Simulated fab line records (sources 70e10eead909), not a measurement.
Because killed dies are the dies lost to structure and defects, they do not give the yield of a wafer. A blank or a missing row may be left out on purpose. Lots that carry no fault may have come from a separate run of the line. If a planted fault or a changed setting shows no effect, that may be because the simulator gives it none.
fab line records / flow nand_harc
[record] lots = 6 wafers = 18 last_day = 24
route steps=1159 shown A_SOURCE_PLATE@414 A_ONON_D1@424 END@1159
lots that met no fault: taken from a fault-free run of the same line
start_h: hours from the record's opening day to when the first of the lot's shown wafers began / wait_h: hours from the lot's prior step to this one / " the same as in the row above / L1.1+2: a row that stands for several wafers / - either no value or no given start / * or withheld: withheld / < > ~ a bound
route shown NAME@n: NAME is a module with steps in the file, n the number in the route of the first one / usual: mean/standard deviation taken from wafers without a fault / same: alike in all rows / chamber/n: place in a boat / sites: each site's reading / _std_site: standard deviation across them / _edge_site: inner sites' mean taken away from outer sites' mean / radius_mm: how far each site lies from the wafer's centre / mask NAME#n: copy n / behind: the most recent tool/chamber to have shaped the wafer / hold: why the lot went on hold/how many hours it stayed there/how the hold came to an end / device: names the non-switching transistor (n, p or np) / end of line: at the end of the route, the tests of the same wafers / a step with no rows: only its recipe / killed: not the wafer's yield, but the dies lost to structure and defects at the first sort / map: shows each die of a wafer: x if killed, . if not, _ if none is there
set.NAME: the setting the step ran with; set.NAME@STEP: the setting that earlier step ran with / model.NAME: the simulator's own value behind a step, which no gauge read
lots seen at some steps along the route; tables by step, rows by wafer
services: the hour from which a tool's chamber was out of use, counted from the record's first day as start_h (under 0 if before that day), plus the number of hours and why
[[steps]]
[step NHARC_A_SOURCE_PLATE_SRD_01]
[step NHARC_A_SOURCE_PLATE_OXIDE_02]
[recipe] target_thk_a = 100 temp_c = 900 ox_time_s = 1362 material = SiO2
[step NHARC_A_SOURCE_PLATE_THK_MEAS_09]
[recipe] thk_meas_gauge = ellipsometry
[usual] thk_nm = 9.9/0.98
lot.wafer=L773.1 tool=film_metro-02 chamber=- start_h=158.87 wait_h=0.4 thk_nm=7.8
lot.wafer=L773.2 tool=film_metro-02 chamber=- start_h=158.87 wait_h=0.4 thk_nm=10.5
lot.wafer=L773.5 tool=film_metro-02 chamber=- start_h=158.87 wait_h=0.4 thk_nm=10.4
lot.wafer=L776.1 tool=film_metro-02 chamber=- start_h=178.09 wait_h=0.4 thk_nm=10.1
lot.wafer=L776.3 tool=film_metro-02 chamber=- start_h=178.09 wait_h=0.4 thk_nm=10.0
lot.wafer=L776.5 tool=film_metro-02 chamber=- start_h=178.09 wait_h=0.4 thk_nm=10.9
lot.wafer=L779.2 tool=film_metro-01 chamber=- start_h=194.34 wait_h=0.4 thk_nm=8.8
lot.wafer=L779.4 tool=film_metro-01 chamber=- start_h=194.34 wait_h=0.4 thk_nm=10.4
lot.wafer=L779.6 tool=film_metro-01 chamber=- start_h=194.34 wait_h=0.4 thk_nm=10.7
lot.wafer=L786.2 tool=film_metro-01 chamber=- start_h=242.14 wait_h=0.4 thk_nm=10.3
lot.wafer=L786.4 tool=film_metro-01 chamber=- start_h=242.14 wait_h=0.4 thk_nm=10.4
lot.wafer=L786.5 tool=film_metro-01 chamber=- start_h=242.14 wait_h=0.4 thk_nm=10.4
lot.wafer=L789.3 tool=film_metro-01 chamber=- start_h=248.37 wait_h=0.4 thk_nm=9.2
lot.wafer=L789.4 tool=film_metro-01 chamber=- start_h=248.37 wait_h=0.4 thk_nm=10.5
lot.wafer=L789.5 tool=film_metro-01 chamber=- start_h=248.37 wait_h=0.4 thk_nm=10.5
lot.wafer=L791.2 tool=film_metro-02 chamber=- start_h=271.77 wait_h=0.4 thk_nm=9.9
lot.wafer=L791.4 tool=film_metro-02 chamber=- start_h=271.77 wait_h=0.4 thk_nm=8.7
lot.wafer=L791.5 tool=film_metro-02 chamber=- start_h=271.77 wait_h=0.4 thk_nm=9.9
[step NHARC_A_SOURCE_PLATE_PVD_04]
[recipe] target_thk_a = 500 material = WSi2
[step NHARC_A_SOURCE_PLATE_CVD_03]
[recipe] target_thk_a = 2000 temp_c = 620 pressure_mtorr = 200 time_s = 4000 material = poly-Si
[step NHARC_A_SOURCE_PLATE_ANNEAL_05]
[recipe] temp_c = 850 time_s = 1800
[step NHARC_A_SOURCE_PLATE_THK_MEAS_06]
[recipe] thk_meas_gauge = ellipsometry
[usual] thk_nm = 200.1/1.9
lot.wafer=L773.1 tool=film_metro-01 chamber=- start_h=172.03 wait_h=0.4 thk_nm=199.0
lot.wafer=L773.2 tool=film_metro-01 chamber=- start_h=172.03 wait_h=0.4 thk_nm=199.9
lot.wafer=L773.5 tool=film_metro-01 chamber=- start_h=172.03 wait_h=0.4 thk_nm=200.8
lot.wafer=L776.1 tool=film_metro-01 chamber=- start_h=191.23 wait_h=0.4 thk_nm=199.1
lot.wafer=L776.3 tool=film_metro-01 chamber=- start_h=191.23 wait_h=0.4 thk_nm=195.4
lot.wafer=L776.5 tool=film_metro-01 chamber=- start_h=191.23 wait_h=0.4 thk_nm=198.9
lot.wafer=L779.2 tool=film_metro-01 chamber=- start_h=207.16 wait_h=0.4 thk_nm=199.1
lot.wafer=L779.4 tool=film_metro-01 chamber=- start_h=207.16 wait_h=0.4 thk_nm=197.6
lot.wafer=L779.6 tool=film_metro-01 chamber=- start_h=207.16 wait_h=0.4 thk_nm=199.8
lot.wafer=L786.2 tool=film_metro-01 chamber=- start_h=254.94 wait_h=0.4 thk_nm=198.7
lot.wafer=L786.4 tool=film_metro-01 chamber=- start_h=254.94 wait_h=0.4 thk_nm=202.9
lot.wafer=L786.5 tool=film_metro-01 chamber=- start_h=254.94 wait_h=0.4 thk_nm=203.0
lot.wafer=L789.3 tool=film_metro-01 chamber=- start_h=261.50 wait_h=0.4 thk_nm=200.0
lot.wafer=L789.4 tool=film_metro-01 chamber=- start_h=261.50 wait_h=0.4 thk_nm=200.2
lot.wafer=L789.5 tool=film_metro-01 chamber=- start_h=261.50 wait_h=0.4 thk_nm=200.9
lot.wafer=L791.2 tool=film_metro-01 chamber=- start_h=284.96 wait_h=0.4 thk_nm=202.0
lot.wafer=L791.4 tool=film_metro-01 chamber=- start_h=284.96 wait_h=0.4 thk_nm=202.6
lot.wafer=L791.5 tool=film_metro-01 chamber=- start_h=284.96 wait_h=0.4 thk_nm=200.7
[step NHARC_A_SOURCE_PLATE_INSPECT_08]
[usual] raw_defect_count = 63/26
lot.wafer=L773.1 tool=defect_inspect-02 chamber=- start_h=172.11 wait_h=0.0 raw_defect_count=89
lot.wafer=L773.2 tool=defect_inspect-02 chamber=- start_h=172.11 wait_h=0.0 raw_defect_count=104
lot.wafer=L773.5 tool=defect_inspect-02 chamber=- start_h=172.11 wait_h=0.0 raw_defect_count=63
lot.wafer=L776.1 tool=defect_inspect-02 chamber=- start_h=191.29 wait_h=0.0 raw_defect_count=107
lot.wafer=L776.3 tool=defect_inspect-02 chamber=- start_h=191.29 wait_h=0.0 raw_defect_count=124
lot.wafer=L776.5 tool=defect_inspect-02 chamber=- start_h=191.29 wait_h=0.0 raw_defect_count=110
lot.wafer=L779.2 tool=defect_inspect-01 chamber=- start_h=207.27 wait_h=0.0 raw_defect_count=75
lot.wafer=L779.4 tool=defect_inspect-01 chamber=- start_h=207.27 wait_h=0.0 raw_defect_count=45
lot.wafer=L779.6 tool=defect_inspect-01 chamber=- start_h=207.27 wait_h=0.0 raw_defect_count=56
lot.wafer=L786.2 tool=defect_inspect-02 chamber=- start_h=255.00 wait_h=0.0 raw_defect_count=72
lot.wafer=L786.4 tool=defect_inspect-02 chamber=- start_h=255.00 wait_h=0.0 raw_defect_count=34
lot.wafer=L786.5 tool=defect_inspect-02 chamber=- start_h=255.00 wait_h=0.0 raw_defect_count=54
lot.wafer=L789.3 tool=defect_inspect-01 chamber=- start_h=261.58 wait_h=0.1 raw_defect_count=44
lot.wafer=L789.4 tool=defect_inspect-01 chamber=- start_h=261.58 wait_h=0.1 raw_defect_count=42
lot.wafer=L789.5 tool=defect_inspect-01 chamber=- start_h=261.58 wait_h=0.1 raw_defect_count=77
lot.wafer=L791.2 tool=defect_inspect-02 chamber=- start_h=285.03 wait_h=0.0 raw_defect_count=42
lot.wafer=L791.4 tool=defect_inspect-02 chamber=- start_h=285.03 wait_h=0.0 raw_defect_count=69
lot.wafer=L791.5 tool=defect_inspect-02 chamber=- start_h=285.03 wait_h=0.0 raw_defect_count=59
[step NHARC_A_ONON_D1_DEP_00]
[recipe] target_thk_a = 10000 n2_flow_sccm = 2750 n2o_flow_sccm = 2000 nh3_flow_sccm = 500 sih4_flow_sccm = 210 temp_c = 400
[step NHARC_A_ONON_D1_THK_MEAS_02]
[recipe] thk_meas_gauge = ellipsometry
[usual] thk_nm = 999/8
lot.wafer=L773.1 tool=film_metro-01 chamber=- start_h=172.69 wait_h=- thk_nm=1003
lot.wafer=L773.2 tool=film_metro-01 chamber=- start_h=172.69 wait_h=- thk_nm=1005
lot.wafer=L773.5 tool=film_metro-01 chamber=- start_h=172.69 wait_h=- thk_nm=1003
lot.wafer=L776.1 tool=film_metro-02 chamber=- start_h=191.87 wait_h=- thk_nm=994
lot.wafer=L776.3 tool=film_metro-02 chamber=- start_h=191.87 wait_h=- thk_nm=993
lot.wafer=L776.5 tool=film_metro-02 chamber=- start_h=191.87 wait_h=- thk_nm=991
lot.wafer=L779.2 tool=film_metro-02 chamber=- start_h=208.15 wait_h=- thk_nm=994
lot.wafer=L779.4 tool=film_metro-02 chamber=- start_h=208.15 wait_h=- thk_nm=994
lot.wafer=L779.6 tool=film_metro-02 chamber=- start_h=208.15 wait_h=- thk_nm=994
lot.wafer=L786.2 tool=film_metro-02 chamber=- start_h=255.58 wait_h=- thk_nm=980
lot.wafer=L786.4 tool=film_metro-02 chamber=- start_h=255.58 wait_h=- thk_nm=982
lot.wafer=L786.5 tool=film_metro-02 chamber=- start_h=255.58 wait_h=- thk_nm=981
lot.wafer=L789.3 tool=film_metro-01 chamber=- start_h=262.16 wait_h=- thk_nm=1006
lot.wafer=L789.4 tool=film_metro-01 chamber=- start_h=262.16 wait_h=- thk_nm=1005
lot.wafer=L789.5 tool=film_metro-01 chamber=- start_h=262.16 wait_h=- thk_nm=1005
lot.wafer=L791.2 tool=film_metro-02 chamber=- start_h=285.61 wait_h=- thk_nm=997
lot.wafer=L791.4 tool=film_metro-02 chamber=- start_h=285.61 wait_h=- thk_nm=996
lot.wafer=L791.5 tool=film_metro-02 chamber=- start_h=285.61 wait_h=- thk_nm=998
[step NHARC_A_ONON_D1_DEP_03]
[recipe] target_thk_a = 10000 n2_flow_sccm = 2750 n2o_flow_sccm = 2000 nh3_flow_sccm = 500 sih4_flow_sccm = 210 temp_c = 400
[usual] nh3_flow_sccm = 500.2/1.5
lot.wafer=L773.1 tool=pecvd_onon-04 chamber=0 start_h=172.75 wait_h=0.1 nh3_flow_sccm=501.8
lot.wafer=L773.2 tool=pecvd_onon-04 chamber=0 start_h=172.75 wait_h=0.1 nh3_flow_sccm=501.7
lot.wafer=L773.5 tool=pecvd_onon-04 chamber=0 start_h=172.75 wait_h=0.1 nh3_flow_sccm=500.5
lot.wafer=L776.1 tool=pecvd_onon-01 chamber=0 start_h=191.92 wait_h=0.1 nh3_flow_sccm=500.7
lot.wafer=L776.3 tool=pecvd_onon-01 chamber=0 start_h=191.92 wait_h=0.1 nh3_flow_sccm=502.1
lot.wafer=L776.5 tool=pecvd_onon-01 chamber=0 start_h=191.92 wait_h=0.1 nh3_flow_sccm=500.2
lot.wafer=L779.2 tool=pecvd_onon-01 chamber=0 start_h=208.26 wait_h=0.1 nh3_flow_sccm=499.5
lot.wafer=L779.4 tool=pecvd_onon-01 chamber=0 start_h=208.26 wait_h=0.1 nh3_flow_sccm=499.8
lot.wafer=L779.6 tool=pecvd_onon-01 chamber=0 start_h=208.26 wait_h=0.1 nh3_flow_sccm=500.0
lot.wafer=L786.2 tool=pecvd_onon-03 chamber=0 start_h=255.69 wait_h=0.1 nh3_flow_sccm=498.1
lot.wafer=L786.4 tool=pecvd_onon-03 chamber=0 start_h=255.69 wait_h=0.1 nh3_flow_sccm=498.8
lot.wafer=L786.5 tool=pecvd_onon-03 chamber=0 start_h=255.69 wait_h=0.1 nh3_flow_sccm=500.1
lot.wafer=L789.3 tool=pecvd_onon-01 chamber=0 start_h=262.33 wait_h=0.2 nh3_flow_sccm=500.5
lot.wafer=L789.4 tool=pecvd_onon-01 chamber=0 start_h=262.33 wait_h=0.2 nh3_flow_sccm=500.3
lot.wafer=L789.5 tool=pecvd_onon-01 chamber=0 start_h=262.33 wait_h=0.2 nh3_flow_sccm=501.3
lot.wafer=L791.2 tool=pecvd_onon-03 chamber=0 start_h=285.83 wait_h=0.2 nh3_flow_sccm=500.4
lot.wafer=L791.4 tool=pecvd_onon-03 chamber=0 start_h=285.83 wait_h=0.2 nh3_flow_sccm=500.3
lot.wafer=L791.5 tool=pecvd_onon-03 chamber=0 start_h=285.83 wait_h=0.2 nh3_flow_sccm=498.7
[step NHARC_A_ONON_D1_THK_MEAS_05]
[recipe] thk_meas_gauge = ellipsometry
[usual] thk_nm = 998/12
lot.wafer=L773.1 tool=film_metro-01 chamber=- start_h=173.27 wait_h=- thk_nm=998
lot.wafer=L773.2 tool=film_metro-01 chamber=- start_h=173.27 wait_h=- thk_nm=1002
lot.wafer=L773.5 tool=film_metro-01 chamber=- start_h=173.27 wait_h=- thk_nm=1000
lot.wafer=L776.1 tool=film_metro-02 chamber=- start_h=192.44 wait_h=- thk_nm=1097
lot.wafer=L776.3 tool=film_metro-02 chamber=- start_h=192.44 wait_h=- thk_nm=1098
lot.wafer=L776.5 tool=film_metro-02 chamber=- start_h=192.44 wait_h=- thk_nm=1098
lot.wafer=L779.2 tool=film_metro-01 chamber=- start_h=208.72 wait_h=- thk_nm=1106
lot.wafer=L779.4 tool=film_metro-01 chamber=- start_h=208.72 wait_h=- thk_nm=1103
lot.wafer=L779.6 tool=film_metro-01 chamber=- start_h=208.72 wait_h=- thk_nm=1104
lot.wafer=L786.2 tool=film_metro-02 chamber=- start_h=256.14 wait_h=- thk_nm=1001
lot.wafer=L786.4 tool=film_metro-02 chamber=- start_h=256.14 wait_h=- thk_nm=1003
lot.wafer=L786.5 tool=film_metro-02 chamber=- start_h=256.14 wait_h=- thk_nm=1002
lot.wafer=L789.3 tool=film_metro-01 chamber=- start_h=262.73 wait_h=- thk_nm=985
lot.wafer=L789.4 tool=film_metro-01 chamber=- start_h=262.73 wait_h=- thk_nm=986
lot.wafer=L789.5 tool=film_metro-01 chamber=- start_h=262.73 wait_h=- thk_nm=985
lot.wafer=L791.2 tool=film_metro-01 chamber=- start_h=286.28 wait_h=- thk_nm=1018
lot.wafer=L791.4 tool=film_metro-01 chamber=- start_h=286.28 wait_h=- thk_nm=1017
lot.wafer=L791.5 tool=film_metro-01 chamber=- start_h=286.28 wait_h=- thk_nm=1017
[step NHARC_A_ONON_D1_DEP_06]
[recipe] target_thk_a = 10000 n2_flow_sccm = 2750 n2o_flow_sccm = 2000 nh3_flow_sccm = 500 sih4_flow_sccm = 210 temp_c = 400
[step NHARC_END_SORT_01]
[recipe] temp_c = 25
[usual] killed_at_array = 25/10 killed_at_other = 0.6/0.91 killed_at_periphery = 3.6/2.9 killed_dies = 29/10 killed_open = 3.3/2 killed_short = 1.9/1.5
[same] gross_dies = 677
lot.wafer=L773.1 tool=prober-01 chamber=0 start_h=459.69 wait_h=2.5 killed_at_array=13 killed_at_other=0 killed_at_periphery=5 killed_dies=18 killed_open=3 killed_short=4
lot.wafer=L773.2 tool=prober-01 chamber=0 start_h=460.49 wait_h=2.8 killed_at_array=14 killed_at_other=0 killed_at_periphery=1 killed_dies=15 killed_open=4 killed_short=1
lot.wafer=L773.5 tool=prober-01 chamber=0 start_h=462.91 wait_h=3.7 killed_at_array=11 killed_at_other=1 killed_at_periphery=2 killed_dies=14 killed_open=2 killed_short=1
lot.wafer=L776.1 tool=prober-01 chamber=0 start_h=491.64 wait_h=2.5 killed_at_array=672 killed_at_other=1 killed_at_periphery=4 killed_dies=677 killed_open=2 killed_short=1
lot.wafer=L776.3 tool=prober-01 chamber=0 start_h=493.26 wait_h=3.1 killed_at_array=674 killed_at_other=1 killed_at_periphery=2 killed_dies=677 killed_open=5 killed_short=3
lot.wafer=L776.5 tool=prober-01 chamber=0 start_h=494.87 wait_h=3.7 killed_at_array=673 killed_at_other=1 killed_at_periphery=3 killed_dies=677 killed_open=2 killed_short=3
lot.wafer=L779.2 tool=prober-02 chamber=0 start_h=500.24 wait_h=2.8 killed_at_array=671 killed_at_other=0 killed_at_periphery=6 killed_dies=677 killed_open=4 killed_short=1
lot.wafer=L779.4 tool=prober-02 chamber=0 start_h=501.84 wait_h=3.4 killed_at_array=667 killed_at_other=0 killed_at_periphery=10 killed_dies=677 killed_open=5 killed_short=0
lot.wafer=L779.6 tool=prober-02 chamber=0 start_h=503.43 wait_h=4.0 killed_at_array=667 killed_at_other=0 killed_at_periphery=10 killed_dies=677 killed_open=1 killed_short=4
lot.wafer=L786.2 tool=prober-01 chamber=0 start_h=533.15 wait_h=2.8 killed_at_array=21 killed_at_other=0 killed_at_periphery=18 killed_dies=39 killed_open=3 killed_short=1
lot.wafer=L786.4 tool=prober-01 chamber=0 start_h=534.75 wait_h=3.4 killed_at_array=15 killed_at_other=0 killed_at_periphery=10 killed_dies=25 killed_open=3 killed_short=2
lot.wafer=L786.5 tool=prober-01 chamber=0 start_h=535.54 wait_h=3.7 killed_at_array=12 killed_at_other=1 killed_at_periphery=7 killed_dies=20 killed_open=4 killed_short=2
// killed by level:class
L773.1 A_ZERO_WELL:chamber_film_flake=3 A_CHANNEL_HOLE_D1:chamber_film_flake=3 P_STI:chamber_film_flake=2 P_CONTACT:geometric_particle:short=1 P_M0:geometric_particle:open=1 P_M0:geometric_particle:short=1 A_CHANNEL_FILL_D1:geometric_particle:short=1 A_STAIRCASE:geometric_particle:short=1
L773.2 A_M0:chamber_film_flake=4 A_ZERO_WELL:chamber_film_flake=2 A_CONTACT:chamber_film_flake=2 A_M1:geometric_particle:short=1 A_CHANNEL_FILL_D1:geometric_particle:open=1 A_WL_FILL:geometric_particle:open=1 A_CONTACT:geometric_particle:open=1 A_M1:geometric_particle:open=1
L773.5 A_CHANNEL_HOLE_D1:chamber_film_flake=4 A_M0:chamber_film_flake=3 A_STAIRCASE:chamber_film_flake=2 P_GATE:geometric_particle:open=1 A_CONTACT:geometric_particle:open=1 A_M0:geometric_particle:short=1 P_STI:chamber_film_flake=1 THIN_TSV:chamber_film_flake=1
L776.1 A_ONON_D1:area_dep=643 A_CHANNEL_HOLE_D1:chamber_film_flake=14 A_SLIT:chamber_film_flake=9 P_GATE:chamber_film_flake=2 A_CHANNEL_FILL_D1:geometric_particle:open=1 A_SLIT:geometric_particle:open=1 STARTING-WAFER:geometric_particle:short=1 P_STI:chamber_film_flake=1
L776.3 A_ONON_D1:area_dep=637 A_CHANNEL_HOLE_D1:chamber_film_flake=14 A_SLIT:chamber_film_flake=10 A_SOURCE_PLATE:geometric_particle:open=3 A_STAIRCASE:chamber_film_flake=2 A_CONTACT:chamber_film_flake=2 A_M1:chamber_film_flake=2 P_CONTACT:geometric_particle:short=1
L776.5 A_ONON_D1:area_dep=639 A_SLIT:chamber_film_flake=17 A_CHANNEL_HOLE_D1:chamber_film_flake=7 A_CONTACT:chamber_film_flake=3 P_M1:geometric_particle:short=1 A_ONON_D1:geometric_particle:short=1 A_CHANNEL_FILL_D1:geometric_particle:open=1 A_WL_FILL:geometric_particle:open=1
L779.2 A_ONON_D1:area_dep=640 A_CHANNEL_HOLE_D1:chamber_film_flake=18 P_CONTACT:chamber_film_flake=4 A_CONTACT:chamber_film_flake=3 A_M0:geometric_particle:open=2 A_CHANNEL_FILL_D1:chamber_film_flake=2 A_STAIRCASE:chamber_film_flake=2 A_WL_FILL:chamber_film_flake=2
L779.4 A_ONON_D1:area_dep=645 A_CHANNEL_HOLE_D1:chamber_film_flake=14 P_CONTACT:chamber_film_flake=5 A_STAIRCASE:chamber_film_flake=3 P_CONTACT:geometric_particle:open=2 A_WL_FILL:chamber_film_flake=2 P_M0:geometric_particle:open=1 A_CHANNEL_HOLE_D1:geometric_particle:open=1
L779.6 A_ONON_D1:area_dep=635 A_CHANNEL_HOLE_D1:chamber_film_flake=21 P_STI:chamber_film_flake=4 P_CONTACT:chamber_film_flake=4 A_STAIRCASE:chamber_film_flake=3 A_M0:geometric_particle:short=2 A_WL_FILL:chamber_film_flake=2 A_ONON_D1:geometric_particle:open=1
L786.2 P_ZERO_WELL:chamber_film_flake=14 A_CHANNEL_HOLE_D1:chamber_film_flake=5 A_STAIRCASE:chamber_film_flake=5 A_CONTACT:chamber_film_flake=5 P_M2:chamber_film_flake=3 A_ZERO_WELL:chamber_film_flake=2 P_CONTACT:geometric_particle:open=1 A_SOURCE_PLATE:geometric_particle:open=1
L786.4 P_ZERO_WELL:chamber_film_flake=7 A_CHANNEL_HOLE_D1:chamber_film_flake=6 P_GATE:chamber_film_flake=3 A_CONTACT:geometric_particle:open=2 A_STAIRCASE:chamber_film_flake=2 A_CONTACT:chamber_film_flake=2 A_WL_FILL:geometric_particle:short=1 A_CONTACT:geometric_particle:short=1
L786.5 P_ZERO_WELL:chamber_film_flake=6 A_CONTACT:chamber_film_flake=4 A_CHANNEL_HOLE_D1:chamber_film_flake=2 A_ONON_D1:geometric_particle:open=1 A_CHANNEL_FILL_D1:geometric_particle:open=1 A_WL_FILL:geometric_particle:short=1 A_WL_FILL:geometric_particle:open=1 A_CONTACT:geometric_particle:short=1
// map L776.1 (x killed, . not)
____________x____________
_________xxxxxxx_________
_______xxxxxxxxxxx_______
______xxxxxxxxxxxxx______
_____xxxxxxxxxxxxxxx_____
____xxxxxxxxxxxxxxxxx____
____xxxxxxxxxxxxxxxxx____
___xxxxxxxxxxxxxxxxxxx___
___xxxxxxxxxxxxxxxxxxx___
__xxxxxxxxxxxxxxxxxxxxx__
__xxxxxxxxxxxxxxxxxxxxx__
_xxxxxxxxxxxxxxxxxxxxxxx_
_xxxxxxxxxxxxxxxxxxxxxxx_
_xxxxxxxxxxxxxxxxxxxxxxx_
_xxxxxxxxxxxxxxxxxxxxxxx_
_xxxxxxxxxxxxxxxxxxxxxxx_
xxxxxxxxxxxxxxxxxxxxxxxxx
xxxxxxxxxxxxxxxxxxxxxxxxx
xxxxxxxxxxxxxxxxxxxxxxxxx
xxxxxxxxxxxxxxxxxxxxxxxxx
xxxxxxxxxxxxxxxxxxxxxxxxx
_xxxxxxxxxxxxxxxxxxxxxxx_
_xxxxxxxxxxxxxxxxxxxxxxx_
_xxxxxxxxxxxxxxxxxxxxxxx_
_xxxxxxxxxxxxxxxxxxxxxxx_
_xxxxxxxxxxxxxxxxxxxxxxx_
__xxxxxxxxxxxxxxxxxxxxx__
__xxxxxxxxxxxxxxxxxxxxx__
___xxxxxxxxxxxxxxxxxxx___
___xxxxxxxxxxxxxxxxxxx___
____xxxxxxxxxxxxxxxxx____
____xxxxxxxxxxxxxxxxx____
_____xxxxxxxxxxxxxxx_____
______xxxxxxxxxxxxx______
_______xxxxxxxxxxx_______
_________xxxxxxx_________
____________x____________
// map L779.2 (x killed, . not)
____________x____________
_________xxxxxxx_________
_______xxxxxxxxxxx_______
______xxxxxxxxxxxxx______
_____xxxxxxxxxxxxxxx_____
____xxxxxxxxxxxxxxxxx____
____xxxxxxxxxxxxxxxxx____
___xxxxxxxxxxxxxxxxxxx___
___xxxxxxxxxxxxxxxxxxx___
__xxxxxxxxxxxxxxxxxxxxx__
__xxxxxxxxxxxxxxxxxxxxx__
_xxxxxxxxxxxxxxxxxxxxxxx_
_xxxxxxxxxxxxxxxxxxxxxxx_
_xxxxxxxxxxxxxxxxxxxxxxx_
_xxxxxxxxxxxxxxxxxxxxxxx_
_xxxxxxxxxxxxxxxxxxxxxxx_
xxxxxxxxxxxxxxxxxxxxxxxxx
xxxxxxxxxxxxxxxxxxxxxxxxx
xxxxxxxxxxxxxxxxxxxxxxxxx
xxxxxxxxxxxxxxxxxxxxxxxxx
xxxxxxxxxxxxxxxxxxxxxxxxx
_xxxxxxxxxxxxxxxxxxxxxxx_
_xxxxxxxxxxxxxxxxxxxxxxx_
_xxxxxxxxxxxxxxxxxxxxxxx_
_xxxxxxxxxxxxxxxxxxxxxxx_
_xxxxxxxxxxxxxxxxxxxxxxx_
__xxxxxxxxxxxxxxxxxxxxx__
__xxxxxxxxxxxxxxxxxxxxx__
___xxxxxxxxxxxxxxxxxxx___
___xxxxxxxxxxxxxxxxxxx___
____xxxxxxxxxxxxxxxxx____
____xxxxxxxxxxxxxxxxx____
_____xxxxxxxxxxxxxxx_____
______xxxxxxxxxxxxx______
_______xxxxxxxxxxx_______
_________xxxxxxx_________
____________x____________
[[services]]
tool=pecvd_onon-03 chamber=- start_h=153.31 hours=13.0 kind=pm
tool=pecvd_onon-01 chamber=- start_h=195.00 hours=13.0 kind=pm
tool=pecvd_onon-04 chamber=- start_h=237.00 hours=13.0 kind=pm
[[key]]
[first_sign] step = NHARC_A_ONON_D1_THK_MEAS_05 reading = thk_nm direction = up sigmas = 9 usual = 998 struck = 1101
[effect] step = NHARC_END_SORT_01 reading = killed_dies direction = up sigmas = 63 usual = 29 struck = 677
[more_kills_born_at] NHARC_A_ONON_D1_DEP_03@pecvd_onon-01 = 3839
met_at NHARC_A_ONON_D1_DEP_03
struck_wafers L776.1,L776.3,L776.5,L779.2,L779.4,L779.6
later_rows_left_out L776.1,L776.3,L776.5,L779.2,L779.4,L779.6
tester_left_out L776,L779
[fault] kind = process_parameter_drift tool = pecvd_onon-01 chamber = - onset_h = 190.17 steps = NHARC_A_ONON_D1_DEP_03 channel = target_thk_a offset = * shape = step end_h = 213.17 acts_in = * stated = *
// tester_left_out: of these lots the tester's yield and bins aren't shown, on N5 and GAA mostly nor the transistor test; their killed dies are dies lost to structure and defects alone, not to doping, threshold or leakage, so they don't give the yield
// later_rows_left_out: the simulator's readings of these wafers behind a module that went badly wrong aren't trusted and aren't shown, but for the sort
